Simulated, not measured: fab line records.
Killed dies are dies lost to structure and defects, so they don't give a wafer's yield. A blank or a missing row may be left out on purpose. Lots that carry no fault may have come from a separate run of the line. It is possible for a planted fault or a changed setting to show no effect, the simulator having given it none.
fab line records    flow n5-finfet
record: lots: 4  wafers: 12  last-day: 15
route steps=1938 shown PMOS_HMC_CHANNEL_EPI@62 FIN_SAQP@90 BEOL_M4@1111 PASSIVATION@1936
lots untouched by any fault: they come from a run of this same line in which no faults occurred
start-h: hours from the record's opening day to when the first of the lot's shown wafers began    wait-h: time in hours since the lot's previous step    " as in the row above    L1.1+2: a row that stands for several wafers    - value missing, or start not given    * or withheld: withheld    < > ~ a bound
route shown NAME@n: NAME is a module with steps in the file, n the number in the route of the first one    usual: mean/standard deviation of fault-free wafers    same: alike in all rows    chamber/n: place in a boat    sites: per-site readings    _std_site: how widely they spread, as a standard deviation    _edge_site: the outer-site mean with the inner-site mean subtracted    radius-mm: how far each site lies from the wafer's centre    mask NAME#n: copy n    behind: the tool/chamber that last shaped the wafer    hold: the reason the lot was held/the length of the hold in hours/how it ended    device: whichever transistor did not switch (one of n, p or np)    end of line: at the end of the route, the tests of the same wafers    where a step has no rows: the recipe by itself    killed: the dies lost at the first sort to structure and to defects; this is not the yield of the wafer    map: the dies of a wafer, with x for killed, . for not killed, _ for no die there
set.NAME: the setting the step ran with; set.NAME@STEP: the setting that earlier step ran with    model.NAME: the simulator's own value behind a step, which no gauge read
lots at some steps of the route; a table a step, a row a wafer
services: a tool's chamber out of use, with start hour (start-h, from the record's first day; less than 0 if before it), hours out, and reason
== steps ==
step: N5_PMOS_HMC_CHANNEL_EPI_EXPOSE_06
recipe: mask-id: PMOS_HMC_BLK  na: 1.35  source-shape: conventional  sigma-outer: 0.8  polarization: unpolarized  target-cd-nm: 240  dose-mj: 41
step: N5_PMOS_HMC_CHANNEL_EPI_PEB_07
recipe: peb-temp-c: 110  peb-time-s: 60  resist: CAR-ArF-block
step: N5_PMOS_HMC_CHANNEL_EPI_DEVELOP_08
recipe: develop-time-s: 30  developer: TMAH  resist: CAR-ArF-block  dev-temp-c: 23  rinse-liquid: diw  dry: air-spin
step: N5_PMOS_HMC_CHANNEL_EPI_DESCUM_14
recipe: chemistry: O2  time-s: 7.9  source-power-w: 50  bias-power-w: 20  pressure-mtorr: 20  rf-frequency-hz: 2.712e+07  temp-c: 40  resist: CAR-ArF-block  o2-flow-sccm: 225
step: N5_PMOS_HMC_CHANNEL_EPI_ETCH_32
recipe: chemistry: N2/H2  target: BARC  stop-on: SiO2  target-depth-a: 858  over-etch-frac: 0.3  time-s: 50.3  ion-energy-ev: 200  mask-material: CAR-ArF-block  pressure-mtorr: 30  source-w: 840  bias-w: 150  n2-flow-sccm: 200  h2-flow-sccm: 200
step: N5_PMOS_HMC_CHANNEL_EPI_HM_OPEN_15
recipe: chemistry: CHF3/O2  target: SiO2  mask-material: CAR-ArF-block  target-depth-a: 406  CHF3_flow_sccm: 50  O2_flow_sccm: 5  Ar_flow_sccm: 200  time-s: 20.3  pressure-mtorr: 30  source-w: 650  bias-w: 170  ion-energy-ev: 200
step: N5_PMOS_HMC_CHANNEL_EPI_STRIP_33
recipe: chemistry: N2/H2  power-w: 500  temp-c: 40  pressure-mtorr: 50  rf-frequency-hz: 6e+07  overash-fraction: 0.3  bias-power-w: 8  h2-frac: 0.5  n2-flow-sccm: 300  h2-flow-sccm: 300
step: N5_PMOS_HMC_CHANNEL_EPI_STRIP_17
recipe: chemistry: SPM  time-s: 750  temp-c: 130  h2so4-h2o2-vol-ratio: 4  dry: ipa-marangoni
step: N5_PMOS_HMC_CHANNEL_EPI_ETCH_38
recipe: chemistry: CF4  target: SiO2  target-depth-a: 15  ion-energy-ev: 350  pressure-mtorr: 10  icp-w: 800  bias-w: 400  cf4-flow-sccm: 80
step: N5_PMOS_HMC_CHANNEL_EPI_FIN_RECESS_16
recipe: chemistry: HBr/Cl2  target: Si  mask-material: SiO2  target-depth-a: 540  time-s: 18  pressure-mtorr: 10  icp-w: 800  bias-w: 75  HBr_flow_sccm: 150  Cl2_flow_sccm: 80
usual: drypump-motor-current-A: 5.7/0.4  he-backside-leak-sccm: 2.8/0.43  oes-product-au: 0.989/0.014  throttle-valve-pct: 35.48/0.27
lot.wafer  tool       chamber  start-h  wait-h  drypump-motor-current-A  he-backside-leak-sccm  oes-product-au  rf-hours-counter-h  throttle-valve-pct  model.etch.depth-nm  model.PMOS_HMC_CHANNEL_EPI.feature-depth-nm  model.SiO2_of_PMOS_HMC_CHANNEL_EPI_HM_DEP_34.thk-nm
L633.1     rie-si-01  3        90.88    0.0     5.9                      2.9                    0.972           197                 35.11               53.65                53.65                                        30.15
L633.2     "          0        "        "       5.0                      3.4                    0.997           194                 35.51               55.05                55.05                                        29.89
L633.3     "          1        "        "       5.1                      2.8                    0.976           126                 35.57               53.14                53.14                                        30.12
L634.1     rie-si-06  1        98.62    0.0     5.7                      2.4                    0.992           33                  35.70               53.48                53.48                                        30.49
L634.2     "          3        "        "       5.4                      3.5                    0.979           86                  35.92               53.45                53.45                                        31
L634.5     "          0        "        "       6.3                      3.1                    1.001           -                   35.67               52.46                52.46                                        31.09
L635.2     rie-si-01  1        103.06   0.0     5.2                      2.9                    0.977           126                 35.58               52.55                52.55                                        30.77
L635.3     "          2        "        "       6.3                      2.7                    1.001           0                   35.56               53.93                53.93                                        30.7
L635.5     "          0        "        "       5.0                      3.4                    1.002           -                   35.52               65.15                65.15                                        30.18
L636.3     rie-si-01  3        109.52   0.0     5.9                      3.1                    0.971           197                 35.14               54.1                 54.1                                         29.36
L636.5     "          0        "        "       5.0                      3.7                    0.995           -                   35.51               64.93                64.93                                        29.3
L636.6     "          1        "        "       5.2                      2.8                    0.977           -                   35.58               53.25                53.25                                        30.2
step: N5_PMOS_HMC_CHANNEL_EPI_PRECLEAN_36
recipe: chemistry: O3/DIW  time-s: 45  temp-c: 22  o3-ppm: 10
step: N5_PMOS_HMC_CHANNEL_EPI_PRECLEAN_18
recipe: chemistry: DHF  time-s: 30  temp-c: 25  dilution: withheld
lot.wafer  tool          chamber  start-h  wait-h  model.SiO2_of_PMOS_HMC_CHANNEL_EPI_HM_DEP_34.thk-nm
L633.1     wet-bench-03  0        90.99    0.0     24.67
L633.2     "             4        "        "       24.42
L633.3     "             5        "        "       24.64
L634.1     wet-bench-02  2        98.74    0.0     24.77
L634.2     "             7        "        "       25.29
L634.5     "             6        "        "       25.35
L635.2     wet-bench-02  6        103.18   0.0     25.21
L635.3     "             1        "        "       25.11
L635.5     "             3        "        "       24.61
L636.3     wet-bench-03  4        109.63   0.0     23.71
L636.5     "             2        "        "       23.66
L636.6     "             5        "        "       24.52
step: N5_PMOS_HMC_CHANNEL_EPI_SRD_19
recipe: dry: ipa-marangoni  do-ppb: 5  time-s: 30  temp-c: 23  rinse-liquid: diw
step: N5_PMOS_HMC_CHANNEL_EPI_EPI_20
recipe: material: SiGe30  mask-material: SiO2  pressure-torr: 20  target-thk-a: 590  temp-c: 600
step: N5_PMOS_HMC_CHANNEL_EPI_HM_STRIP_35
recipe: chemistry: dHF  temp-c: 25  material: SiO2  target: SiO2  target-depth-a: 396  time-s: 216
step: N5_PMOS_HMC_CHANNEL_EPI_SRD_39
recipe: dry: ipa-marangoni  time-s: 30  temp-c: 23  rinse-liquid: diw
step: N5_PMOS_HMC_CHANNEL_EPI_CMP_21
recipe: material: SiGe30  post-cmp-clean: alkaline-brush  target-thk-nm: 54
step: N5_PMOS_HMC_CHANNEL_EPI_THK_MEAS_22
recipe: reads: SiGe30_of_PMOS_HMC_CHANNEL_EPI_EPI_20
usual: HMC_CMP_THK: 53.7/0.68
lot.wafer  tool           chamber  start-h  wait-h  HMC_CMP_THK[nm]
L633.1     film-metro-02  -        92.68    -       53.6
L633.2     "              -        "        "       55.1
L633.3     "              -        "        "       53.0
L634.1     film-metro-01  -        100.83   -       53.4
L634.2     "              -        "        "       53.3
L634.5     "              -        "        "       52.2
L635.2     film-metro-02  -        104.87   -       52.5
L635.3     "              -        "        "       53.8
L635.5     "              -        "        "       59.5
L636.3     film-metro-02  -        111.32   -       54.0
L636.5     "              -        "        "       58.6
L636.6     "              -        "        "       53.2
step: N5_PMOS_HMC_CHANNEL_EPI_PRECLEAN_40
recipe: chemistry: DHF  time-s: 30  temp-c: 25  dilution: withheld
step: N5_PMOS_HMC_CHANNEL_EPI_PRECLEAN_37
recipe: chemistry: O3/DIW  time-s: 45  temp-c: 22  o3-ppm: 10
step: N5_PMOS_HMC_CHANNEL_EPI_PRECLEAN_24
recipe: chemistry: DHF  time-s: 30  temp-c: 25  dilution: withheld
step: N5_PMOS_HMC_CHANNEL_EPI_SRD_25
recipe: dry: ipa-marangoni  do-ppb: 5  time-s: 30  temp-c: 23  rinse-liquid: diw
step: N5_PMOS_HMC_CHANNEL_EPI_EPI_26
recipe: material: Si  target-thk-a: 38  temp-c: 650  precursor: SiH4/H2  pressure-torr: 20  time-s: 22.7
step: N5_FIN_SAQP_PRECLEAN_42
recipe: chemistry: O3/DIW  time-s: 60  temp-c: 22  o3-ppm: 10
step: N5_FIN_SAQP_PRECLEAN_00
recipe: chemistry: SC1  time-s: 60  temp-c: 55  mix: 1:2:50
step: N5_FIN_SAQP_PRECLEAN_44
recipe: chemistry: SC2  time-s: 45  temp-c: 35  mix: 1:1:50
step: N5_FIN_SAQP_SRD_01
recipe: dry: ipa-marangoni  time-s: 30  temp-c: 23  rinse-liquid: diw
step: N5_FIN_SAQP_ALD_61
recipe: material: SiO2  target-thk-a: 40  temp-c: 300  ald-precursor-family: BDEAS  ald-co-reactant: O2-plasma  pulse-time-s: 1  purge-time-s: 2  co-reactant-purge-time-s: 2  ald-cycles: 43  pressure-torr: 2
step: N5_FIN_SAQP_DENSIFY_62
recipe: temp-c: 700  time-s: 60  ambient: N2  idle-temp-c: 600  ramp-up-c-per-s: 150  ramp-down-c-per-s: 60  cool-to-c: 600
step: N5_FIN_SAQP_HM_DEP_03
recipe: material: SiNx  target-thk-a: 380  temp-c: 400  precursor: SiH4/NH3/N2  pressure-torr: 1.5  rf-w: 300  time-s: 33.6
step: N5_FIN_SAQP_PECVD_47
recipe: material: a-Si  target-thk-a: 450  temp-c: 400  precursor: SiH4/He  pressure-torr: 3  rf-w: 100  time-s: 36.3
step: N5_FIN_SAQP_PECVD_48
recipe: material: SiNx  target-thk-a: 250  temp-c: 400  precursor: SiH4/NH3/N2  pressure-torr: 1.5  rf-w: 300  time-s: 22.1
step: N5_FIN_SAQP_PECVD_06
recipe: material: a-Si  target-thk-a: 600  temp-c: 400  precursor: SiH4/He  pressure-torr: 3  rf-w: 100  time-s: 48.1
step: N5_FIN_SAQP_HM_DEP_72
recipe: material: SiO2  target-thk-a: 120  temp-c: 400  precursor: SiH4/N2O  pressure-torr: 0.75  rf-w: 275  time-s: 7.2
step: N5_FIN_SAQP_COAT_49
recipe: resist: SOC  temp-c: 250  time-s: 60  spin-rpm: 1500  resist-thk-nm: 100
step: N5_BEOL_M4_RC_MEAS_101
usual: CJ_P: 5.81/0.17  DIBL_N: 36.3/1.2  DIBL_P: 36.1/1.6  IOFF_N: 0.161/0.023  IOFF_P: 0.209/0.027  IOFF_P_85C: 3.6/0.4  IOFF_P_LIN: 0.100/0.01  IOFF_P_LONG: 0.000107/9e-06  ION_N: 676/8.9  ION_P: 462/5.3  SS_N: 71.5/0.51  SS_P: 73.2/0.5  VT_N: 249.1/2.5  VT_P: -249.9/2.8
lot.wafer  tool       chamber  start-h  wait-h  CJ_P  DIBL_N[mV/V]  DIBL_P[mV/V]  IOFF_N[nA/um]  IOFF_P[nA/um]  IOFF_P_85C[nA/um]  IOFF_P_LIN[nA/um]  IOFF_P_LONG[nA/um]  ION_N[uA/um]  ION_P[uA/um]  SS_N[mV/dec]  SS_P[mV/dec]  VT_N[mV]  VT_P[mV]
L634.1     prober-02  0        241.40   0.0     5.94  36.4          35.1          0.152          0.194          3.5                0.096              0.000108            655           455           72.1          72.9          251.2     -248.7
L634.2     "          0        "        "       5.87  35.6          34.5          0.137          0.185          3.4                0.093              0.000107            660           454           71.6          72.6          250.5     -252.4
L634.5     "          0        "        "       6.05  37.2          36.1          0.157          0.204          3.7                0.098              0.000109            668           459           72.2          73.9          253.0     -250.1
L633.1     prober-02  0        246.32   0.0     5.72  37.5          36.2          0.169          0.252          4.2                0.119              0.000126            674           463           71.9          73.3          247.4     -244.1
L633.2     "          0        "        "       5.49  35.9          35.7          0.154          0.234          4.0                0.112              0.000121            683           476           71.2          73.4          247.7     -246.4
L633.3     "          0        "        "       5.87  34.5          32.5          0.121          0.199          3.5                0.103              0.000129            664           466           70.4          72.5          255.4     -246.6
L636.3     prober-02  0        249.34   0.3     5.75  36.2          36.4          0.166          0.206          3.6                0.099              0.000101            669           459           71.3          73.2          250.0     -250.2
L636.5     "          0        "        "       3.40  35.1          67.0          0.157          5.180          53.3               0.250              7.7e-05             681           435           72.0          106.4         249.4     -246.8
L636.6     "          0        "        "       5.87  34.9          34.8          0.150          0.186          3.3                0.091              0.000102            668           459           71.0          72.8          251.0     -250.7
L635.2     prober-02  0        255.40   0.2     6.02  37.6          37.7          0.207          0.212          3.7                0.096              9.4e-05             692           462           71.4          73.6          242.1     -253.8
L635.3     "          0        "        "       5.77  36.2          37.0          0.164          0.195          3.4                0.091              9e-05               668           455           70.7          73.3          247.9     -252.8
L635.5     "          0        "        "       3.27  35.6          79.7          0.158          9.846          91.7               0.314              6.8e-05             678           426           71.6          118.8         246.3     -249.6
step: N5_PASSIVATION_PROBE_49
usual: defect-limited-yield: 91.3/1.5  killed_at_M0_to_M3: 35/10  killed_at_M4_up: 13/5.3  killed-at-contacts: 12/5.7  killed-at-front-end: 39/11  killed-at-other: 3.3/2.7  killed-dies: 102/18  killed-open: 67/13  killed-short: 34/7.8  sort_bin_4_leakage: 0/0  sort_bin_5_function: 5.1/1  sort_bin_6_memory: 3.3/0.68  sort-n-pass: 1078/18  sort-yield-pct: 91.3/1.5
same: gross-dies: 1180  killed-at-back-side: 0  sort_bin_8_speed[%]: 0
lot.wafer  tool       chamber  start-h  wait-h  defect-limited-yield[%]  killed_at_M0_to_M3  killed_at_M4_up  killed-at-contacts  killed-at-front-end  killed-at-other  killed-dies  killed-open  killed-short  sort_bin_4_leakage[%]  sort_bin_5_function[%]  sort_bin_6_memory[%]  sort-n-pass  sort-yield-pct[%]
L634.1     prober-02  -        341.64   0.7     90.8                     38                  15               22                  32                   1                108          76           30            0                      5.8                     3.1                   1072         90.8
L634.2     prober-02  -        341.69   0.7     90.7                     28                  22               16                  43                   1                110          69           40            0                      5.8                     3.1                   1070         90.7
L634.5     prober-02  -        341.84   0.9     88.6                     26                  27               19                  61                   1                134          93           37            0                      6.4                     4.6                   1046         88.6
L633.1     prober-02  -        352.27   0.0     92.8                     22                  22               7                   32                   2                85           60           25            0                      4.4                     2.8                   1095         92.8
L633.2     prober-02  -        352.32   0.1     92.8                     25                  11               6                   31                   12               85           56           28            0                      3.6                     3.2                   1095         92.8
L633.3     prober-02  -        352.37   0.1     94.7                     22                  11               7                   21                   2                63           41           22            0                      3.8                     1.4                   1117         94.7
L636.3     prober-02  -        356.81   0.1     92.1                     33                  9                11                  38                   2                93           60           33            0                      5.1                     2.5                   1087         92.1
L636.5     prober-02  -        356.91   0.2     92.4                     24                  4                18                  42                   2                90           60           29            92.37                  4.4                     3.1                   0            0
L636.6     prober-02  -        356.96   0.3     89.4                     52                  15               9                   49                   0                125          78           47            0                      6.4                     3.8                   1055         89.4
L635.2     prober-02  -        358.83   0.4     89.4                     47                  18               11                  46                   3                125          77           46            0                      6.2                     3.7                   1055         89.4
L635.3     prober-02  -        358.88   0.4     91.8                     21                  15               14                  42                   5                97           67           30            0                      4.8                     3.1                   1083         91.8
L635.5     prober-02  -        358.98   0.5     89.5                     47                  23               20                  34                   0                124          76           48            89.49                  6.7                     3.7                   0            0
killed by level:class
L634.1 MOL_CONTACT_COAG:geometric-particle:open=17 BEOL_M2:geometric-particle:open=11 STI_FIN_REVEAL:geometric-particle:open=10 FIN_SAQP:geometric-particle:open=6 BEOL_M4:geometric-particle:open=6 BEOL_M0_SAQP:geometric-particle:short=5 MOL_CONTACT_COAG:geometric-particle:short=5 BEOL_M3:geometric-particle:open=5
L634.2 BEOL_M4:geometric-particle:open=17 MOL_CONTACT_COAG:geometric-particle:open=12 FIN_SAQP:geometric-particle:short=11 BEOL_M1:geometric-particle:open=8 STI_FIN_REVEAL:geometric-particle:open=6 STARTING-WAFER:geometric-particle:short=6 FIN_SAQP:geometric-particle:open=5 ILD0:geometric-particle:short=5
L634.5 STI_FIN_REVEAL:geometric-particle:open=29 MOL_CONTACT_COAG:geometric-particle:open=17 BEOL_M4:geometric-particle:open=11 STI_FIN_REVEAL:geometric-particle:short=8 BEOL_M4:geometric-particle:short=7 FIN_SAQP:geometric-particle:open=6 FIN_SAQP:geometric-particle:short=5 BEOL_M0_SAQP:geometric-particle:short=5
L633.1 BEOL_M4:geometric-particle:open=15 FIN_SAQP:geometric-particle:open=6 MOL_CONTACT_COAG:geometric-particle:open=6 BEOL_M0_SAQP:geometric-particle:short=6 BEOL_M2:geometric-particle:open=6 STI_FIN_REVEAL:geometric-particle:open=4 SDB:geometric-particle:short=4 BEOL_M0_SAQP:geometric-particle:open=4
L633.2 STI_FIN_REVEAL:geometric-particle:open=9 FIN_SAQP:geometric-particle:short=7 FIN_SAQP:geometric-particle:open=7 BEOL_M0_SAQP:geometric-particle:short=7 BEOL_M2:geometric-particle:open=7 MOL_CONTACT_COAG:geometric-particle:open=4 BEOL_M4:geometric-particle:open=4 BEOL_M0_SAQP:geometric-particle:open=3
L633.3 BEOL_M0_SAQP:geometric-particle:open=11 MOL_CONTACT_COAG:geometric-particle:open=6 STI_FIN_REVEAL:geometric-particle:open=5 BEOL_M0_SAQP:geometric-particle:short=5 BEOL_M4:geometric-particle:open=5 BEOL_M2:geometric-particle:open=3 BEOL_M4:geometric-particle:short=3 STARTING-WAFER:geometric-particle:short=3
L636.3 FIN_SAQP:geometric-particle:short=10 MOL_CONTACT_COAG:geometric-particle:open=9 BEOL_M2:geometric-particle:open=8 BEOL_M1:geometric-particle:open=7 BEOL_M3:geometric-particle:open=7 FIN_SAQP:geometric-particle:open=6 STI_FIN_REVEAL:geometric-particle:open=5 BEOL_M5:geometric-particle:open=4
L636.5 MOL_CONTACT_COAG:geometric-particle:open=13 STI_FIN_REVEAL:geometric-particle:open=11 FIN_SAQP:geometric-particle:short=9 BEOL_M3:geometric-particle:open=6 BEOL_M1:geometric-particle:open=6 GATE_CUT:geometric-particle:open=5 MOL_CONTACT_COAG:geometric-particle:short=5 BEOL_M0_SAQP:geometric-particle:short=4
L636.6 BEOL_M2:geometric-particle:open=18 FIN_SAQP:geometric-particle:short=12 BEOL_M3:geometric-particle:open=8 BEOL_M1:geometric-particle:open=7 GATE_CUT:geometric-particle:short=7 FIN_SAQP:geometric-particle:open=6 MOL_CONTACT_COAG:geometric-particle:open=6 BEOL_M0_SAQP:geometric-particle:open=6
L635.2 BEOL_M0_SAQP:geometric-particle:open=12 MOL_CONTACT_COAG:geometric-particle:open=11 BEOL_M0_SAQP:geometric-particle:short=9 FIN_SAQP:geometric-particle:short=8 BEOL_M0:geometric-particle:open=7 BEOL_M2:geometric-particle:open=7 FIN_SAQP:geometric-particle:open=6 GATE_CUT:geometric-particle:open=6
L635.3 BEOL_M4:geometric-particle:open=11 FIN_SAQP:geometric-particle:open=10 STI_FIN_REVEAL:geometric-particle:open=10 MOL_CONTACT_COAG:geometric-particle:open=10 BEOL_M0_SAQP:geometric-particle:open=8 FIN_SAQP:geometric-particle:short=6 MOL_CONTACT_COAG:geometric-particle:short=4 STARTING-WAFER:geometric-particle:short=4
L635.5 MOL_CONTACT_COAG:geometric-particle:open=16 FIN_SAQP:geometric-particle:short=13 BEOL_M0_SAQP:geometric-particle:short=10 BEOL_M0:geometric-particle:open=9 BEOL_M1:geometric-particle:open=8 BEOL_M4:geometric-particle:open=7 FIN_SAQP:geometric-particle:open=6 BEOL_M3:geometric-particle:open=5
map L635.2 (x killed, . not)
_________________.....xx....x________________
______________.x.........x......_____________
___________..x.....................__________
__________.....x........x...x..x...._________
________.......x......................_______
_______...x.xx...........x............x______
______.............x.......x..x.....x..._____
_____..x..............xxxx.......xx.....x____
____..x....................x...........xx.___
___..x........x....x...................x...__
___.................x...x..........x.......__
__......x.x.....x.x.x............x....x..x.._
__..............x..............x....x......._
_.................................xx.........
_..........x...x......................x......
_..............x....x.....................x..
_x................x...x..............x.x...x.
_........x..x...................x............
_.x.....x.....x....x...x..............x......
_....x...x.x.x.x....x.......x.........x......
_..............x.x.........x........x........
__x..x.....................................x_
__..........x...........................x..._
___........x..............xx..............x__
___..x.x....x.................x............__
____..x.........x.....x...................___
_____................x...........x...x...____
______....................x.x....x....x._____
_______x.....................x.........______
________.........xx..x................_______
__________..........x..x.x.........._________
___________......x......x.........x__________
______________......x...xxx..x.._____________
_________________...........x________________
map L636.6 (x killed, . not)
_________________..x......x..________________
______________........x........._____________
___________........................__________
__________.........................._________
________.........x.....x........x....._______
_______.....x...........x.........x....______
______....x...x.....x............x......_____
_____......x.........x...................____
____...................x....x..x..........___
___...x...x.........................x......__
___........x..........x..............x.....__
__...x.........x...x......x.x..xx..x.xx....x_
__...........xx......x.......x.........x...._
_...x.x.......x.....x........................
_x.x............x............x..x...x........
_................x.......x...........x.x.....
_x............x..........x...x.....x........x
_......x..xx.............................xx..
_.....x..x......xx..x.....xx....x..xx........
_.......................x....x.......xx......
_.........x............................x.....
__..................x.........x...........x._
__................x...........x............._
___x.........x....x...........xx.........x.__
___.........x.x.........x..................__
____.......................x.xx...........___
_____..x..................x.......x.x....____
______...x...........x........x........._____
_______....x..x...x............x.......______
________..x......x..x................._______
__________........x.x..........xxx.x_________
___________.........x.x.......x....__________
______________..........x......._____________
_________________...x.x.x....________________
== services ==
tool       chamber  start-h  hours  kind
rie-si-01  2        81.04    -      clean
rie-si-01  2        81.04    15.6   scheduled-down
rie-si-01  2        81.04    15.6   vent-cycle
rie-si-06  0        87.43    6.4    repair
== key ==
first-sign: step: N5_PMOS_HMC_CHANNEL_EPI_THK_MEAS_22  reading: HMC_CMP_THK  direction: up  sigmas: 7.8  usual: 53.7  struck: 59.0
effect: step: N5_BEOL_M4_RC_MEAS_101  reading: IOFF_P  direction: up  sigmas: 99+  usual: 0.209  struck: 7.513
effect: step: N5_BEOL_M4_RC_MEAS_101  reading: IOFF_P_85C  direction: up  sigmas: 99+  usual: 3.6  struck: 72.5
effect: step: N5_BEOL_M4_RC_MEAS_101  reading: SS_P  direction: up  sigmas: 79  usual: 73.2  struck: 112.6
effect: step: N5_BEOL_M4_RC_MEAS_101  reading: DIBL_P  direction: up  sigmas: 24  usual: 36.1  struck: 73.3
effect: step: N5_BEOL_M4_RC_MEAS_101  reading: IOFF_P_LIN  direction: up  sigmas: 18  usual: 0.100  struck: 0.282
effect: step: N5_BEOL_M4_RC_MEAS_101  reading: CJ_P  direction: down  sigmas: 15  usual: 5.81  struck: 3.34
effect: step: N5_BEOL_M4_RC_MEAS_101  reading: ION_P  direction: down  sigmas: 6  usual: 462  struck: 430
effect: step: N5_BEOL_M4_RC_MEAS_101  reading: IOFF_P_LONG  direction: down  sigmas: 3.8  usual: 0.000107  struck: 7.3e-05
effect: step: N5_PASSIVATION_PROBE_49  reading: sort_bin_4_leakage  direction: up  sigmas: 99+  usual: 0  struck: 90.93
model-effect: step: N5_PMOS_HMC_CHANNEL_EPI_FIN_RECESS_16  value: etch.depth-nm  without: 55.13  struck: 65.04
model-effect: step: N5_PMOS_HMC_CHANNEL_EPI_PRECLEAN_18  value: SiO2_of_PMOS_HMC_CHANNEL_EPI_HM_DEP_34.thk-nm  without: 24.9  struck: 24.14
met-at N5_PMOS_HMC_CHANNEL_EPI_FIN_RECESS_16
struck-wafers L635.5,L636.5
onset-between 90.88 103.06
fault: kind: process-parameter-drift  tool: rie-si-01  chamber: -  onset-h: 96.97  steps: N5_PMOS_HMC_CHANNEL_EPI_FIN_RECESS_16  channel: time-s  offset: *  shape: step  end-h: 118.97  scope: struck-wafers-only  acts-in: *  stated: *
